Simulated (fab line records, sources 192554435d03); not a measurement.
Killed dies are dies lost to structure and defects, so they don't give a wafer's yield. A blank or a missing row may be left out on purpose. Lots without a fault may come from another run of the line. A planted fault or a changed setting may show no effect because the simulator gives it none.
Split-lot experiment | flow n5_finfet | 7 lots, 21 wafers read, on a route of 1938 steps

THE SPLIT
At N5_BEOL_M0_ETCH_138 (etches SiCN in CH3F/O2, target depth 12 nm, time 31.6 s), the setting source_w was moved away from the recipe's 395 W on 5 of the 21 wafers read, by -8.5% to +11.7%. The other wafers ran this setting at the recipe's value.

The reading is taken at the split's own step.

THE READING
rf_vpp_V, in V, at N5_BEOL_M0_ETCH_138 (etches SiCN in CH3F/O2, target depth 12 nm, time 31.6 s). Fault-free wafers of this fab line usually give 296.9 V, standard deviation 1.5 V.

wafer  | tool, chamber at the split | source_w as run, W | against the recipe | rf_vpp_V, V | against lot-mates on the recipe
L076.2 | rie_diel-05, 3             | 395                | recipe             | 296.5       | -
L076.3 | rie_diel-05, 2             | 395                | recipe             | 297.2       | -
L076.4 | rie_diel-05, 1             | 395                | recipe             | 295.2       | -
L080.1 | rie_diel-04, 3             | 413.4              | +4.7%              | 291.8       | -6.4
L080.4 | rie_diel-04, 0             | 395                | recipe             | 299.4       | -
L080.6 | rie_diel-04, 3             | 395                | recipe             | 297.1       | -
L081.2 | rie_diel-05, 3             | 395                | recipe             | 297.3       | -
L081.4 | rie_diel-05, 0             | 361.5              | -8.5%              | 305.4       | +8.1
L081.5 | rie_diel-05, 3             | 361.5              | -8.5%              | 306.2       | +8.9
L082.1 | rie_diel-05, 1             | 395                | recipe             | 296.4       | -
L082.2 | rie_diel-05, 3             | 395                | recipe             | 296.5       | -
L082.6 | rie_diel-05, 1             | 395                | recipe             | 293.4       | -
L088.2 | rie_diel-06, 1             | 395                | recipe             | 293.5       | -
L088.5 | rie_diel-06, 3             | 441.4              | +11.7%             | 285.3       | -8.2
L088.6 | rie_diel-06, 0             | 441.4              | +11.7%             | 285.8       | -7.7
L095.2 | rie_diel-04, 0             | 395                | recipe             | 300.0       | -
L095.3 | rie_diel-04, 1             | 395                | recipe             | 297.6       | -
L095.4 | rie_diel-04, 2             | 395                | recipe             | 297.7       | -
L097.2 | rie_diel-06, 1             | 395                | recipe             | 294.1       | -
L097.4 | rie_diel-06, 1             | 395                | recipe             | 293.8       | -
L097.5 | rie_diel-06, 0             | 395                | recipe             | 295.9       | -

THE FIT
A straight line over all 21 wafers: rf_vpp_V changes by -0.99 V for each +1% of source_w; r = -0.93; the points scatter about the line by 1.8 V.
The same after taking each lot's own level away (the mean of its wafers on the recipe; 21 wafers): -0.822 V for each +1%; r = -0.95; scatter 1.3 V.
On that fit, the largest move of source_w shifts the reading by 9.7 V.
The lots' own levels span 293.50 to 298.43 V, that is 3.3 times the standard deviation above.
So the lot-to-lot level changes the slope: the two fits differ.
Check: with one of the wafers moved furthest among these (+11.7%) left out of the fit, the line predicts -10.1 V for it against its lot-mates. It came out at -8.2 V against them.
Tool readings at the split's step, against how far the setting was moved: rf_vpp_V r = -0.93.

OTHER SPLITS ON THESE WAFERS
These wafers also went through other splits before the reading. Each is held against what the fit with the lots' levels taken away leaves over:
other split on the same wafers               | wafers away from the commonest value | r with rf_vpp_V (lot level and that fit taken away)
N5_HKMG_FIN_ETCH_58 source_w                 | 10                                   | +0.30
N5_GATE_CUT_COAT_34 spin_rpm                 | 8                                    | -0.13
N5_GATE_CUT_COAT_27 spin_rpm                 | 7                                    | +0.04
N5_MOL_CONTACT_COAG_ETCH_105 bias_w          | 3                                    | +0.00
N5_MOL_CONTACT_COAG_CONTACT_ETCH_14 source_w | 3                                    | +0.25
N5_BEOL_M0_SAQP_COAT_08 spin_rpm             | 5                                    | -0.16
N5_BEOL_M0_SAQP_ETCH_84 time_s               | 7                                    | -0.39
N5_BEOL_M0_CUTY_EXPOSE_54 dose_mj            | 5                                    | -0.10

THE FILE'S OWN FIT
rf_vpp_V changes by -0.844 V for each +1% of source_w, r = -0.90.
